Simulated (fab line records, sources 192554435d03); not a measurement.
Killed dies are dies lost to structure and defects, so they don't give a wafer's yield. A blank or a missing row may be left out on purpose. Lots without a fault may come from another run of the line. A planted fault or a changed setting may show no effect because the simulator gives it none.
A sampling plan put to the test | flow n5_finfet | one fab line, 21 faults that these records tell of, each judged on the records of the lots that it struck
The plan is the line's own looks: the steps of the route at which a gauge or an inspection reads the wafer and doesn't change it. A look can be judged if struck wafers have a number there and the file gives its usual mean and standard deviation on fault-free wafers. Caught: at a look after the fault's first step, the mean of the struck wafers lies 4 or more of those standard deviations (sigma) from the usual mean. On the tool: the same test on the tool's own readings at the fault's steps. Another recipe on the struck wafers, or a record that is blank for them alone, also counts as caught.

THE FAULTS, as the simulator had put them in
1. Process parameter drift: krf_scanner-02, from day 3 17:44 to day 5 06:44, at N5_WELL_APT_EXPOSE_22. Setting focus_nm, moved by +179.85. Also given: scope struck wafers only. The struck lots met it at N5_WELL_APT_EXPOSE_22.
2. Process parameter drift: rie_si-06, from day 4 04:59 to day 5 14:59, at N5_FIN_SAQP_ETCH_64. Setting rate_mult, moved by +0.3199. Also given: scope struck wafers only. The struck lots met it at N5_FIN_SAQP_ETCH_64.
3. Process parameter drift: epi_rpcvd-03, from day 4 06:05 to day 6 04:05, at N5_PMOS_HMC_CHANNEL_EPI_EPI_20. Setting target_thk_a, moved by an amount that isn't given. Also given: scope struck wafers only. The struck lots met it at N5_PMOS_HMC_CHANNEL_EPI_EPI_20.
4. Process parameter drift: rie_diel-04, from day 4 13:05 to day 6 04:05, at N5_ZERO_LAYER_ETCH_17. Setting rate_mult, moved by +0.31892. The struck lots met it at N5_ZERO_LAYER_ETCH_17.
5. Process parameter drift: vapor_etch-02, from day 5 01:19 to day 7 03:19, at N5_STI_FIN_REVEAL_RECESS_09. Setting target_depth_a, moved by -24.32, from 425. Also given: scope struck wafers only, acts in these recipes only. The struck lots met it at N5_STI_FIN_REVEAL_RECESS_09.
6. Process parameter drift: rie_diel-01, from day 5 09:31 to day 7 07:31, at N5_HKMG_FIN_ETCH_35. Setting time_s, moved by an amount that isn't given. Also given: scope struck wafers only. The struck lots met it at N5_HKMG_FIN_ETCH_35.
7. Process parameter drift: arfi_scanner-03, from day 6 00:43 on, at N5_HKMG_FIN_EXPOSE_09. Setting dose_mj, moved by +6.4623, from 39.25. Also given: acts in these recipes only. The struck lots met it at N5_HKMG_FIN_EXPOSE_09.
8. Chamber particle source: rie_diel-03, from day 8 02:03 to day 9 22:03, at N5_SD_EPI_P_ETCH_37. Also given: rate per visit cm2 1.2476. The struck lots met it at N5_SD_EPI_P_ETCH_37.
9. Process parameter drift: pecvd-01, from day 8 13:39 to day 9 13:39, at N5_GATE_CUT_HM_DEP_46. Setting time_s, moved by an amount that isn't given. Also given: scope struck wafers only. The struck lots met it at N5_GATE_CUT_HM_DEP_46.
10. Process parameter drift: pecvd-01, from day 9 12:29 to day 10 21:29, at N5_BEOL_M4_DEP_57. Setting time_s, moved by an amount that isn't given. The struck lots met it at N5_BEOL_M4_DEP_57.
11. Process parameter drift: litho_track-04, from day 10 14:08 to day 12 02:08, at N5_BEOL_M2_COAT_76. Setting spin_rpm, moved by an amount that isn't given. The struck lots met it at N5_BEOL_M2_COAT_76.
12. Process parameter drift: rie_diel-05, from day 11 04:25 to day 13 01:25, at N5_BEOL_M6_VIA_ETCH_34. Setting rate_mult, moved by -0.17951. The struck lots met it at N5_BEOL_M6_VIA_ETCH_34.
13. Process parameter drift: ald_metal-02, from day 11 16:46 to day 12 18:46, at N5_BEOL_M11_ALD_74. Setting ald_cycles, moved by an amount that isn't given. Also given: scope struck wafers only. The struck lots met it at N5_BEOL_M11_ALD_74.
14. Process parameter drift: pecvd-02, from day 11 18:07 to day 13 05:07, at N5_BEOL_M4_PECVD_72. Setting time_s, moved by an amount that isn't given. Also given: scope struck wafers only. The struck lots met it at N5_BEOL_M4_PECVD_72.
15. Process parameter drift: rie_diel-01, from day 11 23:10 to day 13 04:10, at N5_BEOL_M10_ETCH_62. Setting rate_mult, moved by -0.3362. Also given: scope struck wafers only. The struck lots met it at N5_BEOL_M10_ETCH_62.
16. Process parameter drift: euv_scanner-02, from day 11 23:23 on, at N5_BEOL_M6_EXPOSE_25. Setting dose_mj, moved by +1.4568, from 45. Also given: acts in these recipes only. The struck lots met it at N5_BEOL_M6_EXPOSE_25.
17. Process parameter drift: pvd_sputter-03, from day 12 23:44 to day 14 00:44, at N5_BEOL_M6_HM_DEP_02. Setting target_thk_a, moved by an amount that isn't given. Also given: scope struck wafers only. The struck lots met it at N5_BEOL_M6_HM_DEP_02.
18. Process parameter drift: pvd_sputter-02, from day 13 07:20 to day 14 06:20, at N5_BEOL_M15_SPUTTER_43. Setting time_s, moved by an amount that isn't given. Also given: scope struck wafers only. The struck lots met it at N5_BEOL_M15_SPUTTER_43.
19. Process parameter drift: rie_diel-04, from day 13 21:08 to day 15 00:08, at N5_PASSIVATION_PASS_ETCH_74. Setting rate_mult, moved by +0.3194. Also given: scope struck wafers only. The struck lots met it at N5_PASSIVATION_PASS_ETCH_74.
20. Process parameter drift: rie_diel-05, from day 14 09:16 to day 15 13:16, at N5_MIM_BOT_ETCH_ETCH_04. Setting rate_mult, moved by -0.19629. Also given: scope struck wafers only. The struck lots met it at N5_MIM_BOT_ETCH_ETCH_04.
21. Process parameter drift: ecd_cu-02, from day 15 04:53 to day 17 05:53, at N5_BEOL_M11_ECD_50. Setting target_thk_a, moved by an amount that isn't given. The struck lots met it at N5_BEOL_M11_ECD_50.

WHAT THE PLAN SAW
fault | on the tool itself               | first look that catches it                      | reading, sigma                                                | median hours from its first step to that look | hours from the fault's start to the first struck lot there | judged looks passed uncaught
1     | under 2 sigma                    | none of the 2 looks that can be judged after it | strongest: cd_nm at N5_WELL_APT_CD_MEAS_25, -2.9              | -                                             | -                                                          | 2
2     | oes_product_au +11 sigma         | no look after it can be judged                  | -                                                             | -                                             | -                                                          | 0
3     | under 2 sigma                    | no look after it can be judged                  | -                                                             | -                                             | -                                                          | 0
4     | under 2 sigma                    | no look after it can be judged                  | -                                                             | -                                             | -                                                          | 0
5     | under 2 sigma                    | N5_STI_FIN_REVEAL_FIN_H_MEAS_10                 | trench_depth_nm -4.8                                          | 2.7                                           | 6                                                          | 0
6     | run_length_s -99 or beyond sigma | no look after it can be judged                  | -                                                             | -                                             | -                                                          | 0
7     | exposure_dose_mJ_cm2 +73 sigma   | N5_HKMG_FIN_CD_MEAS_12                          | cd_nm +15                                                     | 0.1                                           | 1                                                          | 0
8     | under 2 sigma                    | N5_SD_EPI_P_INSPECT_26                          | raw_defect_count +22                                          | 4.1                                           | 8                                                          | 0
9     | under 2 sigma                    | N5_GATE_CUT_THK_MEAS_24                         | GC_FILL_THK +22                                               | 3.3                                           | 6                                                          | 0
10    | under 2 sigma                    | none of the 2 looks that can be judged after it | -                                                             | -                                             | -                                                          | 2
11    | spin_speed_rpm +34 sigma         | not the one look that can be judged after it    | -                                                             | -                                             | -                                                          | 1
12    | under 2 sigma                    | no look after it can be judged                  | -                                                             | -                                             | -                                                          | 0
13    | under 2 sigma                    | not the one look that can be judged after it    | strongest: SERP_M11_max_site at N5_BEOL_M15_RC_MEAS_101, +3.8 | -                                             | -                                                          | 1
14    | under 2 sigma                    | none of the 2 looks that can be judged after it | -                                                             | -                                             | -                                                          | 2
15    | under 2 sigma                    | no look after it can be judged                  | -                                                             | -                                             | -                                                          | 0
16    | exposure_dose_mJ_cm2 +5.4 sigma  | none of the 2 looks that can be judged after it | strongest: cd_nm at N5_BEOL_M6_CD_MEAS_28, +3.0               | -                                             | -                                                          | 2
17    | under 2 sigma                    | none of the 2 looks that can be judged after it | -                                                             | -                                             | -                                                          | 2
18    | under 2 sigma                    | not the one look that can be judged after it    | -                                                             | -                                             | -                                                          | 1
19    | oes_product_au +4.0 sigma        | no look after it can be judged                  | -                                                             | -                                             | -                                                          | 0
20    | under 2 sigma                    | no look after it can be judged                  | -                                                             | -                                             | -                                                          | 0
21    | no reading that can be judged    | none of the 2 looks that can be judged after it | -                                                             | -                                             | -                                                          | 2
A dash: the fault isn't caught, or these records don't give the number.

Caught at a look: 4 of 21. Caught on the tool: 6 of 21. By one or the other: 9 of 21.
Caught on the tool alone: faults 2, 6, 11, 16, 19.
Caught at a look alone: faults 5, 8, 9.
Caught by neither: faults 1, 3, 4, 10, 12, 13, 14, 15, 17, 18, 20, 21.

THINNER SAMPLING
If the look that catches a fault measured only every second or every third lot, by lot number, the first struck lot would be measured this late in the worst case:
fault | struck lots at that look, in order of time | every lot | every second lot | every third lot
5     | L326, L327, L328                           | 6 h       | 14 h             | 17 h
7     | L702, L704                                 | 1 h       | may miss all 2   | may miss all 2
8     | L431, L432                                 | 8 h       | 15 h             | may miss all 2
9     | L705, L708                                 | 6 h       | 27 h             | may miss all 2
Hours are from the fault's start to the first struck lot that is measured. The limit of 4 sigma was tested on all struck wafers together, so one lot alone may lie under it. Other struck lots may not be in these records.

THE LONGEST TIMED WAY FROM STEP TO LOOK
Fault 8: a median of 4.1 hours passes between N5_SD_EPI_P_ETCH_37 and N5_SD_EPI_P_INSPECT_26. No look between them can be judged.
